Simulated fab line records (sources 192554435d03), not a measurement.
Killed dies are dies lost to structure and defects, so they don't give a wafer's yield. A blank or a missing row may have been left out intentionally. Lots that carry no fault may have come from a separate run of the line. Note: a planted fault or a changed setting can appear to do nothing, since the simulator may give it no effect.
Which of the tools did it?	flow n5-finfet	72 wafers from 24 lots sampled at 6 of the route's 1938 steps

== WHAT THE GAUGES READ, wafer by wafer ==
The record lacks any reading of a measuring or inspecting step that a usual standard deviation could be used to judge.

== TOOL THAT RAN EACH LOT (tool first, then ch and the chambers of the sampled wafers, then the start) ==
lot	N5_HKMG_FIN_ALD_21	N5_GATE_CUT_CMP_02	N5_GATE_CUT_HM_DEP_46	N5_GATE_CUT_DESCUM_18	N5_GATE_CUT_STRIP_41	N5_GATE_CUT_ALD_22
L074	ald-metal-04 ch 1,2,3, day 4 10:23	cmp-01 ch 0,1,2, day 4 14:50	pecvd-02 ch 1,2, day 4 15:06	rie-diel-01 ch 0,1,2, day 4 15:41	rie-diel-01 ch 0,1,2, day 4 15:55	ald-sin-02 ch 0,1,2, day 4 20:31
L075	ald-metal-02 ch 0,1,3, day 4 11:59	cmp-03 ch 0,1,2, day 4 20:01	pecvd-03 ch 0,1, day 4 20:16	rie-diel-03 ch 0,1, day 4 20:43	rie-diel-03 ch 0,1, day 4 20:57	ald-sin-04 ch 0,2,3, day 5 00:16
L076	ald-metal-01 ch 2,3, day 4 23:10	cmp-02 ch 0,2,3, day 5 03:54	pecvd-03 ch 0,1, day 5 04:11	rie-diel-03 ch 0,1, day 5 04:44	rie-diel-03 ch 0,1, day 5 04:57	ald-sin-01 ch 1,2, day 5 05:34
L077	ald-metal-04 ch 0,1,2, day 5 06:44	cmp-01 ch 0,1,3, day 5 10:59	pecvd-01 ch 0,2, day 5 11:19	rie-diel-01 ch 0,1,2, day 5 11:47	rie-diel-01 ch 0,1,2, day 5 12:01	ald-sin-01 ch 0,1,3, day 5 12:37
L078	ald-metal-04 ch 0,2, day 5 10:10	cmp-01 ch 0,2,3, day 5 14:25	pecvd-03 ch 0,1,2, day 5 14:40	rie-diel-03 ch 0,1,2, day 5 15:08	rie-diel-03 ch 0,1,2, day 5 15:21	ald-sin-04 ch 0,1,2, day 5 15:58
L079	ald-metal-01 ch 1,2,3, day 5 14:01	cmp-01 ch 1,2,3, day 5 18:13	pecvd-01 ch 1,2, day 5 18:31	rie-diel-03 ch 1,2,3, day 5 18:58	rie-diel-03 ch 1,2,3, day 5 19:12	ald-sin-01 ch 1,3, day 5 19:49
L080	ald-metal-02 ch 0,1,2, day 5 17:52	cmp-02 ch 0,1,2, day 5 22:01	pecvd-01 ch 0,1,2, day 5 22:22	rie-diel-03 ch 0,2,3, day 5 22:58	rie-diel-03 ch 0,2,3, day 5 23:11	ald-sin-02 ch 0,1,3, day 6 00:04
L081	ald-metal-04 ch 0,2,3, day 6 03:49	cmp-02 ch 0,1,2, day 6 08:23	pecvd-03 ch 0,2, day 6 08:39	rie-diel-01 ch 1,3, day 6 09:12	rie-diel-01 ch 1,3, day 6 09:25	ald-sin-04 ch 0,2,3, day 6 10:03
L082	ald-metal-04 ch 1,2,3, day 6 09:43	cmp-01 ch 0,2, day 6 13:54	pecvd-02 ch 0,1, day 6 14:12	rie-diel-03 ch 0,1,3, day 6 14:40	rie-diel-03 ch 0,1,3, day 6 14:53	ald-sin-02 ch 0,1,3, day 6 15:30
L083	ald-metal-04 ch 0,1,2, day 6 16:37	cmp-02 ch 0,2,3, day 6 20:47	pecvd-02 ch 0,2, day 6 21:07	rie-diel-01 ch 0,1,2, day 6 22:08	rie-diel-01 ch 0,1,2, day 6 22:22	ald-sin-02 ch 1,2,3, day 6 23:33
L084	ald-metal-02 ch 0,1, day 6 19:10	cmp-02 ch 1,2,3, day 6 23:48	pecvd-01 ch 0,1,2, day 7 00:08	rie-diel-03 ch 0,3, day 7 00:35	rie-diel-03 ch 0,3, day 7 00:49	ald-sin-02 ch 0,1,3, day 7 01:26
L085	ald-metal-04 ch 0,2,3, day 7 09:16	cmp-02 ch 0,3, day 7 13:44	pecvd-03 ch 0,1,2, day 7 14:02	rie-diel-03 ch 0,2,3, day 7 14:30	rie-diel-03 ch 0,2,3, day 7 14:43	ald-sin-01 ch 0,1,2, day 7 15:37
L086	ald-metal-04 ch 0,1,3, day 7 13:23	cmp-02 ch 0,1, day 7 17:37	pecvd-01 ch 0,2, day 7 17:54	rie-diel-03 ch 0,3, day 7 18:25	rie-diel-03 ch 0,3, day 7 18:38	ald-sin-01 ch 0,1,3, day 7 19:14
L087	ald-metal-01 ch 0,2,3, day 7 17:33	cmp-03 ch 0,1,3, day 7 21:59	pecvd-03 ch 0,1,2, day 7 22:19	rie-diel-03 ch 0,2,3, day 7 22:46	rie-diel-03 ch 0,2,3, day 7 22:59	ald-sin-02 ch 0,1,3, day 7 23:36
L088	ald-metal-01 ch 1,2,3, day 7 21:08	cmp-01 ch 1,2,3, day 8 01:38	pecvd-02 ch 0,1,2, day 8 01:55	rie-diel-06 ch 0,1,2, day 8 02:23	rie-diel-06 ch 0,1,2, day 8 02:37	ald-sin-04 ch 0,1,3, day 8 03:13
L089	ald-metal-02 ch 0,2,3, day 8 00:06	cmp-01 ch 1,2,3, day 8 04:38	pecvd-03 ch 0,2, day 8 04:58	rie-diel-03 ch 0,1,2, day 8 05:45	rie-diel-03 ch 0,1,2, day 8 05:59	ald-sin-04 ch 1,2,3, day 8 06:36
L090	ald-metal-04 ch 0,3, day 8 06:04	cmp-03 ch 0,1, day 8 10:14	pecvd-03 ch 0,1,2, day 8 10:34	rie-diel-03 ch 0,1, day 8 11:02	rie-diel-03 ch 0,1, day 8 11:16	ald-sin-01 ch 0,1,3, day 8 11:52
L091	ald-metal-01 ch 0,3, day 8 11:04	cmp-03 ch 1,3, day 8 16:31	pecvd-03 ch 0,1,2, day 8 16:49	rie-diel-06 ch 0,3, day 8 17:24	rie-diel-06 ch 0,3, day 8 17:37	ald-sin-01 ch 1,2, day 8 18:46
L092	ald-metal-04 ch 0,2,3, day 9 00:09	cmp-01 ch 1,2,3, day 9 04:27	pecvd-02 ch 0,1,2, day 9 04:43	rie-diel-06 ch 0,1,3, day 9 05:11	rie-diel-06 ch 0,1,3, day 9 05:24	ald-sin-04 ch 0,3, day 9 06:01
L093	ald-metal-04 ch 0,2,3, day 9 02:53	cmp-01 ch 0,1,2, day 9 07:19	pecvd-03 ch 0,1, day 9 07:35	rie-diel-03 ch 0,1,2, day 9 08:32	rie-diel-03 ch 0,1,2, day 9 08:46	ald-sin-01 ch 0,2,3, day 9 09:23
L094	ald-metal-01 ch 0,2,3, day 9 08:10	cmp-01 ch 1,2,3, day 9 13:34	pecvd-01 ch 0,1,2, day 9 13:52	rie-diel-03 ch 0,1,2, day 9 14:42	rie-diel-03 ch 0,1,2, day 9 14:55	ald-sin-01 ch 0,1,3, day 9 15:32
L095	ald-metal-02 ch 0,1,3, day 9 19:06	cmp-01 ch 1,2,3, day 9 23:55	pecvd-03 ch 0,1, day 10 00:12	rie-diel-01 ch 0,1, day 10 00:47	rie-diel-01 ch 0,1, day 10 01:00	ald-sin-04 ch 0,1, day 10 01:38
L096	ald-metal-04 ch 2,3, day 10 00:21	cmp-01 ch 0,1,2, day 10 04:40	pecvd-01 ch 0,2, day 10 04:55	rie-diel-06 ch 0,1, day 10 05:23	rie-diel-06 ch 0,1, day 10 05:37	ald-sin-02 ch 2,3, day 10 06:13
L097	ald-metal-02 ch 0,1,3, day 10 01:02	cmp-03 ch 0,3, day 10 05:34	pecvd-03 ch 0, day 10 05:54	rie-diel-03 ch 0,1,2, day 10 06:23	rie-diel-03 ch 0,1,2, day 10 06:37	ald-sin-01 ch 0,2,3, day 10 07:13
- N5_HKMG_FIN_ALD_21: deposits TiN, target thk 1.5 nm, pulse time 1 s, purge time 3 s.
- N5_GATE_CUT_CMP_02: polishes, stops on SiO2, t overpolish 12.7 s, target thk 0 nm.
- N5_GATE_CUT_HM_DEP_46: deposits SiO2 from TEOS/O2, target thk 130 nm, time 26.6 s.
- N5_GATE_CUT_DESCUM_18: chemistry O2, time 7 s.
- N5_GATE_CUT_STRIP_41: strips in CF4.
- N5_GATE_CUT_ALD_22: deposits SiNx, target thk 16 nm, pulse time 1 s, ald cycles 320.

== AS READ BY THE TOOLS THEMSELVES (means over the sampled wafers that have a number; for cases with no such wafer, the mark the record gives instead) ==
N5_HKMG_FIN_ALD_21. Usual: heater-power-w 859 W, standard deviation 70; precursor-pulse-height-rel 0.999, standard deviation 0.02.
lot	tool	heater-power-w (W)	precursor-pulse-height-rel	flag
L074	ald-metal-04	825	1.003	
L075	ald-metal-02	839	1.004	
L076	ald-metal-01	964	1.004	
L077	ald-metal-04	809	0.981	
L078	ald-metal-04	827	0.990	
L079	ald-metal-01	940	0.982	
L080	ald-metal-02	860	0.996	
L081	ald-metal-04	824	0.990	
L082	ald-metal-04	817	0.992	
L083	ald-metal-04	814	0.996	
L084	ald-metal-02	794	1.004	
L085	ald-metal-04	822	1.007	
L086	ald-metal-04	796	1.023	
L087	ald-metal-01	971	1.012	
L088	ald-metal-01	934	1.006	
L089	ald-metal-02	895	1.006	
L090	ald-metal-04	812	1.017	
L091	ald-metal-01	957	0.993	
L092	ald-metal-04	821	0.999	
L093	ald-metal-04	811	1.009	
L094	ald-metal-01	971	1.004	
L095	ald-metal-02	827	1.012	
L096	ald-metal-04	837	1.002	
L097	ald-metal-02	833	0.978	

N5_GATE_CUT_CMP_02. Usual: motor-current-A 9.1 A, standard deviation 1.1; overpolish-run-s 12.700 s, standard deviation 0.0094; time-to-endpoint-s 26 s, standard deviation 3.3.
lot	tool	motor-current-A (A)	overpolish-run-s (s)	time-to-endpoint-s (s)	flag
L074	cmp-01	9.0	12.707	26	
L075	cmp-03	9.9	12.702	24	
L076	cmp-02	8.4	12.692	25	
L077	cmp-01	9.3	12.696	28	
L078	cmp-01	9.6	12.694	28	
L079	cmp-01	8.6	12.703	28	
L080	cmp-02	8.5	12.708	27	
L081	cmp-02	8.7	12.699	27	
L082	cmp-01	9.3	12.704	26	
L083	cmp-02	8.1	12.699	28	
L084	cmp-02	8.9	12.692	28	
L085	cmp-02	8.6	12.699	29	
L086	cmp-02	9.0	12.703	24	
L087	cmp-03	9.1	12.687	23	
L088	cmp-01	8.8	12.702	22	
L089	cmp-01	8.9	12.697	20	
L090	cmp-03	9.6	12.691	26	
L091	cmp-03	9.4	12.705	26	
L092	cmp-01	8.7	12.704	24	
L093	cmp-01	8.8	12.691	24	
L094	cmp-01	8.8	12.712	24	
L095	cmp-01	8.7	12.705	25	
L096	cmp-01	8.9	12.700	25	
L097	cmp-03	9.1	12.712	23	

N5_GATE_CUT_HM_DEP_46. Usual: heater-power-w 596 W, standard deviation 110; showerhead-plenum-p-Torr 8.363 Torr, standard deviation 0.028; throttle-valve-pct 18.1 %, standard deviation 0.67.
lot	tool	heater-power-w (W)	showerhead-plenum-p-Torr (Torr)	throttle-valve-pct (%)	flag
L074	pecvd-02	503	8.369	17.0	
L075	pecvd-03	523	8.372	18.4	
L076	pecvd-03	577	8.374	18.4	
L077	pecvd-01	692	8.333	17.7	
L078	pecvd-03	566	8.368	18.2	
L079	pecvd-01	600	8.360	18.8	
L080	pecvd-01	599	8.351	18.3	
L081	pecvd-03	634	8.398	18.4	
L082	pecvd-02	425	8.371	17.9	
L083	pecvd-02	663	8.349	17.3	
L084	pecvd-01	637	8.355	18.3	
L085	pecvd-03	629	8.357	18.0	
L086	pecvd-01	703	8.333	17.7	
L087	pecvd-03	533	8.367	18.3	
L088	pecvd-02	581	8.352	17.7	
L089	pecvd-03	647	8.380	18.3	
L090	pecvd-03	602	8.374	18.1	
L091	pecvd-03	578	8.373	18.1	
L092	pecvd-02	588	8.364	17.5	
L093	pecvd-03	534	8.366	18.6	
L094	pecvd-01	692	8.370	18.4	
L095	pecvd-03	566	8.369	18.5	
L096	pecvd-01	568	8.353	17.9	
L097	pecvd-03	482	8.400	19.0	

N5_GATE_CUT_DESCUM_18. Usual: drypump-motor-current-A is 6.0 A with standard deviation 0.46, o2-flow-sccm is 224.9 sccm with standard deviation 0.7, oes-product-au is 0.75 a.u. with standard deviation 0.055, rf-vpp-V is 243.1 V with standard deviation 1.6, showerhead-plenum-p-Torr is 2.08 Torr with standard deviation 0.086, temp-c is 40.00 C with standard deviation 0.1, and throttle-valve-pct is 20.5 % with standard deviation 0.37.
lot	tool	drypump-motor-current-A (A)	o2-flow-sccm (sccm)	oes-product-au (a.u.)	rf-vpp-V (V)	showerhead-plenum-p-Torr (Torr)	temp-c (C)	throttle-valve-pct (%)	flag
L074	rie-diel-01	5.5	225.2	0.73	245.2	2.14	40.02	20.7	
L075	rie-diel-03	6.1	225.2	0.76	243.9	2.13	40.07	20.8	
L076	rie-diel-03	6.5	224.8	0.72	242.6	2.07	39.98	20.8	
L077	rie-diel-01	5.5	225.4	0.72	243.9	2.14	40.01	20.7	
L078	rie-diel-03	6.3	224.3	0.73	244.1	2.11	40.13	20.6	
L079	rie-diel-03	6.2	224.5	0.73	242.6	2.05	40.02	20.3	
L080	rie-diel-03	5.9	224.9	0.77	244.0	2.11	40.01	20.3	
L081	rie-diel-01	5.4	225.5	0.77	243.8	2.11	40.05	20.7	
L082	rie-diel-03	6.1	224.9	0.76	242.3	2.06	40.04	20.5	
L083	rie-diel-01	5.5	224.9	0.72	242.7	2.13	40.00	20.7	
L084	rie-diel-03	5.8	225.1	0.78	243.9	2.13	40.04	20.6	
L085	rie-diel-03	6.0	224.1	0.76	243.7	2.11	40.04	20.4	
L086	rie-diel-03	5.8	224.6	0.77	243.8	2.12	39.95	20.6	
L087	rie-diel-03	5.9	224.5	0.75	243.0	2.10	40.05	20.4	
L088	rie-diel-06	6.2	225.7	0.78	242.6	2.08	39.92	20.4	
L089	rie-diel-03	6.2	225.2	0.72	242.8	2.10	39.95	20.6	
L090	rie-diel-03	6.4	225.1	0.71	241.9	2.06	39.95	20.9	
L091	rie-diel-06	6.1	224.9	0.77	240.3	1.95	40.04	20.1	
L092	rie-diel-06	6.3	225.2	0.79	242.7	2.04	40.01	20.1	
L093	rie-diel-03	6.3	225.4	0.71	242.9	2.10	40.03	20.7	
L094	rie-diel-03	6.2	224.7	0.71	244.0	2.10	40.08	20.7	
L095	rie-diel-01	5.5	225.0	0.85	243.5	2.10	40.02	20.4	
L096	rie-diel-06	6.5	225.7	0.83	243.5	2.12	39.96	20.2	
L097	rie-diel-03	6.2	225.6	0.70	243.1	2.10	39.99	20.7	

N5_GATE_CUT_STRIP_41. Usual: drypump-motor-current-A 6.0 A, standard deviation 0.45; oes-product-au 0.173 a.u., standard deviation 0.012; rf-vpp-V 271.1 V, standard deviation 1.9; showerhead-plenum-p-Torr 1.79 Torr, standard deviation 0.074; throttle-valve-pct 13.7 %, standard deviation 0.31.
lot	tool	drypump-motor-current-A (A)	oes-product-au (a.u.)	rf-vpp-V (V)	showerhead-plenum-p-Torr (Torr)	throttle-valve-pct (%)	flag
L074	rie-diel-01	5.5	0.164	271.4	1.83	13.8	
L075	rie-diel-03	6.1	0.175	272.0	1.82	13.8	
L076	rie-diel-03	6.4	0.170	270.7	1.77	13.9	
L077	rie-diel-01	5.5	0.167	271.7	1.83	13.8	
L078	rie-diel-03	6.2	0.166	271.7	1.82	13.9	
L079	rie-diel-03	6.3	0.172	270.6	1.77	13.6	
L080	rie-diel-03	5.9	0.176	271.8	1.82	13.6	
L081	rie-diel-01	5.4	0.173	271.0	1.83	14.0	
L082	rie-diel-03	6.1	0.173	270.3	1.77	13.6	
L083	rie-diel-01	5.5	0.167	272.2	1.82	13.9	
L084	rie-diel-03	5.8	0.182	271.4	1.81	13.6	
L085	rie-diel-03	5.9	0.173	271.6	1.82	13.7	
L086	rie-diel-03	5.7	0.177	271.7	1.81	13.6	
L087	rie-diel-03	6.0	0.173	271.4	1.82	13.7	
L088	rie-diel-06	6.2	0.178	272.0	1.78	13.6	
L089	rie-diel-03	6.2	0.169	271.1	1.82	13.9	
L090	rie-diel-03	6.4	0.172	270.1	1.77	13.9	
L091	rie-diel-06	6.1	0.176	267.9	1.67	13.3	
L092	rie-diel-06	6.3	0.184	271.3	1.75	13.3	
L093	rie-diel-03	6.3	0.167	271.4	1.82	13.9	
L094	rie-diel-03	6.2	0.162	271.1	1.81	14.0	
L095	rie-diel-01	5.5	0.200	271.1	1.82	13.7	
L096	rie-diel-06	6.5	0.191	272.6	1.82	13.4	
L097	rie-diel-03	6.2	0.165	272.0	1.81	13.9	

N5_GATE_CUT_ALD_22. Usual: heater-power-w 858 W, standard deviation 86; precursor-pulse-height-rel 1.001, standard deviation 0.022.
lot	tool	heater-power-w (W)	precursor-pulse-height-rel	flag
L074	ald-sin-02	842	1.012	
L075	ald-sin-04	832	1.006	
L076	ald-sin-01	915	1.014	
L077	ald-sin-01	871	1.021	
L078	ald-sin-04	814	0.999	
L079	ald-sin-01	843	1.009	
L080	ald-sin-02	823	1.000	
L081	ald-sin-04	846	0.994	
L082	ald-sin-02	817	0.993	
L083	ald-sin-02	811	1.003	
L084	ald-sin-02	840	1.006	
L085	ald-sin-01	949	1.005	
L086	ald-sin-01	882	0.998	
L087	ald-sin-02	836	1.012	
L088	ald-sin-04	863	1.020	
L089	ald-sin-04	846	0.998	
L090	ald-sin-01	888	0.995	
L091	ald-sin-01	939	0.968	
L092	ald-sin-04	872	0.999	
L093	ald-sin-01	908	0.994	
L094	ald-sin-01	879	0.996	
L095	ald-sin-04	772	0.986	
L096	ald-sin-02	776	0.998	
L097	ald-sin-01	915	1.014	

== THE ANSWER, worked out from the rows above alone ==
Rule: lot off if the mean of its wafers having a number is beyond 3 standard deviations from the usual mean. Also off: a lot with no number at a reading for which 4 or more lots have one. All remaining lots with rows at the step are treated as sound. After the gauges, taken in route order, come the tools' own readings; for these a lot's mean is taken, as printed above. The first step at which some lot is off is used, and at that step the reading that is off furthest; a lot without a number counts as furthest.
Across all readings shown, no lot is off: no conclusion can be drawn from this.

== WHAT WAS PUT IN BY THE SIMULATOR ==
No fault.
